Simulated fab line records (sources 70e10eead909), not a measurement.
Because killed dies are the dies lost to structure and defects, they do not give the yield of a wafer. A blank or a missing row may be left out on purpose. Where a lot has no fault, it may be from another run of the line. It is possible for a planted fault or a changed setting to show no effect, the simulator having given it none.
A struck lot beside a sound one    flow nand_harc    37 out of 1302 route steps
Sound: the wafers L948.2, L948.3, L948.5. Struck: wafers L942.1, L942.2 (left out: L942.3, a lot-mate that was not struck); the cause follows at the end.
At each step with rows: each side's tool, then ch and its chambers, then its first start. Under that, the readings that differ: sound wafers    struck wafers    difference of the means    sigmas: that difference in standard deviations of wafers without a fault.
alike: same words and numbers on both sides, and readings whose means sit less than 2 such deviations apart. not compared: any withheld reading, any reading some wafer has no value for, any bound like >300 that may hide the same value, and any number with overlapping values for which the record gives no deviation.
The two part at a step that has a row with sigmas, a row that says differs or no value, or rows on one side only. When numbers do not overlap yet have no deviation, they are printed without sigmas and do not part them. Lack of a reading on every wafer of one side parts them only where that side has two or more wafers.

NHARC_A_ONON_D1_THK_MEAS_34: measures by ellipsometry.
  sound on film_metro-02 at day 13 04:28; struck on film_metro-02 at day 10 23:46
  alike: thk_nm
NHARC_A_ONON_D1_INSPECT_32:
  sound on defect_inspect-02 at day 13 04:33; struck on defect_inspect-02 at day 10 23:50
reading           sound     struck   difference  sigmas
raw_defect_count  54 32 33  121 100  +71         +3
NHARC_A_CHANNEL_HOLE_D1_DEP_00: deposits aC, target thk 3100 nm.
  sound on acl_dep-02 ch 0, day 13 05:17; struck on acl_dep-02 ch 0, day 10 23:54
  alike: throttle_valve_pct
NHARC_A_CHANNEL_HOLE_D1_DEP_01: deposits SiON, target thk 140 nm.
  sound on pecvd-02 ch 0,1,2, day 13 06:54; struck on pecvd-02 ch 0,2, day 11 01:50
  alike: heater_power_w
then, 7 steps without rows for these wafers: NHARC_A_CHANNEL_HOLE_D1_DEHYDRATE_02 (time 120 s); NHARC_A_CHANNEL_HOLE_D1_HMDS_03 (time 30 s); NHARC_A_CHANNEL_HOLE_D1_COAT_36 (time 75 s); NHARC_A_CHANNEL_HOLE_D1_COAT_37 (time 65 s); NHARC_A_CHANNEL_HOLE_D1_COAT_04 (resist thk 90 nm); NHARC_A_CHANNEL_HOLE_D1_SOFTBAKE_05 (time 55 s); NHARC_A_CHANNEL_HOLE_D1_EBR_06.
NHARC_A_CHANNEL_HOLE_D1_EXPOSE_07: exposes mask HOLE D1, target cd 100 nm.
  sound on arfi_scanner-03 ch 0, day 13 07:29; struck on arfi_scanner-02 ch 0, day 11 02:25
  alike: mask
then, 2 steps without rows for these wafers: NHARC_A_CHANNEL_HOLE_D1_PEB_08 (peb time 65 s); NHARC_A_CHANNEL_HOLE_D1_DEVELOP_09 (develop time 35 s).
NHARC_A_CHANNEL_HOLE_D1_CD_MEAS_10: target cd 100 nm.
  sound on cd_sem-03 ch 0, day 13 07:37; struck on cd_sem-01 ch 0, day 11 02:34
reading     sound            struck       difference  sigmas
cd_nm (nm)  99.6 100.0 99.8  101.7 102.4  +2.3        +4
NHARC_A_CHANNEL_HOLE_D1_OVL_MEAS_11:
  sound on overlay-01 at day 13 07:43; struck on overlay-02 at day 11 02:39
reading            sound        struck     difference  sigmas
overlay_x_nm (nm)  1.0 1.7 1.9  -0.1 -0.7  -1.9        -2
  alike: overlay_y_nm
NHARC_A_CHANNEL_HOLE_D1_INSPECT_12:
  sound on defect_inspect-01 at day 13 07:45; struck on defect_inspect-01 at day 11 02:41
  alike: raw_defect_count
NHARC_A_CHANNEL_HOLE_D1_DESCUM_15: chemistry O2, time 3 s.
  sound on rie_diel-08 ch 0,2,3, day 13 07:49; struck on rie_diel-08 ch 2,3, day 11 02:45
reading                             sound              struck       difference  sigmas
model.A_CHANNEL_HOLE_D1.cd_nm (nm)  100.2 100.3 100.2  101.5 102.2  +1.6        
  alike: drypump_motor_current_A, oes_product_au, rf_vpp_V, showerhead_plenum_p_Torr, throttle_valve_pct
  not compared: rf_hours_counter_h
NHARC_A_CHANNEL_HOLE_D1_ETCH_38: etches the open film in CF4, target depth 39 nm, time 65 s.
  sound on rie_diel-08 ch 1,3, day 13 07:54; struck on rie_diel-08 ch 2,3, day 11 02:50
  alike: drypump_motor_current_A, oes_product_au, rf_vpp_V, showerhead_plenum_p_Torr, throttle_valve_pct
  not compared: rf_hours_counter_h
then, 2 steps without rows for these wafers: NHARC_A_CHANNEL_HOLE_D1_ETCH_39 (etches the open film in N2/H2, target depth 260 nm, time 325 s); NHARC_A_CHANNEL_HOLE_D1_ETCH_34 (etches the open film in CF4/CHF3, target depth 154 nm, time 77 s).
NHARC_A_CHANNEL_HOLE_D1_ETCH_16: etches the open film in O2/COS, target depth 3100 nm, time 806 s.
  sound: rie_diel-08 ch 0,1; struck: rie_diel-08 ch 0,3
  alike: drypump_motor_current_A, oes_product_au, rf_vpp_V, showerhead_plenum_p_Torr, throttle_valve_pct
  not compared: rf_hours_counter_h
NHARC_A_CHANNEL_HOLE_D1_CD_MEAS_18:
  sound on cd_sem-01 at day 13 08:55; struck on cd_sem-03 at day 11 03:51
  alike: cd_nm
then, 6 steps without rows for these wafers: NHARC_A_CHANNEL_HOLE_D1_ETCH_19 (etches the open film in C4F8/O2/Ar, time 34.5 s); NHARC_A_CHANNEL_HOLE_D1_ETCH_20 (etches the open film in C4F8/O2/Ar, time 361.9 s, target depth 1600 nm); NHARC_A_CHANNEL_HOLE_D1_ETCH_21 (etches the open film in C4F8/O2/Ar, time 514.3 s, target depth 1600 nm); NHARC_A_CHANNEL_HOLE_D1_ETCH_22 (etches the open film in C4F8/O2/Ar, time 666.7 s, target depth 1600 nm); NHARC_A_CHANNEL_HOLE_D1_ETCH_23 (etches the open film in C4F8/O2/Ar, time 819 s, target depth 1600 nm); NHARC_A_CHANNEL_HOLE_D1_ETCH_24 (etches the open film in C4F8/O2/Ar, time 906.2 s, target depth 1500 nm).
NHARC_A_CHANNEL_HOLE_D1_ETCH_25: etches the open film in C4F8/O2/Ar, time 1040.2 s, target depth 1500 nm.
  sound on har_etch-02 ch 0,1, day 13 12:32; struck on har_etch-01 ch 0,1, day 11 06:50
  alike: drypump_motor_current_A, oes_air_line_au, showerhead_plenum_p_Torr, temp_c, throttle_valve_pct
  not compared: rf_hours_counter_h
then, 5 steps without rows for these wafers: NHARC_A_CHANNEL_HOLE_D1_ETCH_26 (etches the open film in C4F8/O2/Ar, time 224.1 s, target depth 300 nm); NHARC_A_CHANNEL_HOLE_D1_ETCH_33 (etches the open film in C4F8/O2/Ar, time 90 s, target depth 400 nm); NHARC_A_CHANNEL_HOLE_D1_STRIP_41 (strips in N2/H2); NHARC_A_CHANNEL_HOLE_D1_STRIP_42 (strips in CF4/CHF3); NHARC_A_CHANNEL_HOLE_D1_STRIP_43 (strips in O2/COS).
NHARC_A_CHANNEL_HOLE_D1_ETCH_44: etches the open film in CF4/O2, target depth 140 nm, overetch 14 nm, time 77 s.
  sound on rie_diel-08 ch 0,2,3, day 13 14:22; struck on rie_diel-04 ch 0,1, day 11 08:40
reading                             sound              struck       difference  sigmas
model.A_CHANNEL_HOLE_D1.cd_nm (nm)  90.94 90.19 91.85  92.12 93.33  +1.73       
  alike: drypump_motor_current_A, oes_product_au, rf_vpp_V, showerhead_plenum_p_Torr, throttle_valve_pct
  not compared: rf_hours_counter_h
then, 1 step without rows for these wafers: NHARC_A_CHANNEL_HOLE_D1_STRIP_27 (strips in O2).

== WHERE THEY PART ==
At NHARC_A_ONON_D1_INSPECT_32 first; at NHARC_A_CHANNEL_HOLE_D1_OVL_MEAS_11 last (within this record only). Later steps at which nothing parts them and some readings are alike: NHARC_A_CHANNEL_HOLE_D1_INSPECT_12, NHARC_A_CHANNEL_HOLE_D1_DESCUM_15, NHARC_A_CHANNEL_HOLE_D1_ETCH_38, NHARC_A_CHANNEL_HOLE_D1_ETCH_16, NHARC_A_CHANNEL_HOLE_D1_CD_MEAS_18, NHARC_A_CHANNEL_HOLE_D1_ETCH_25, NHARC_A_CHANNEL_HOLE_D1_ETCH_44.

WHY: what the simulator had put in
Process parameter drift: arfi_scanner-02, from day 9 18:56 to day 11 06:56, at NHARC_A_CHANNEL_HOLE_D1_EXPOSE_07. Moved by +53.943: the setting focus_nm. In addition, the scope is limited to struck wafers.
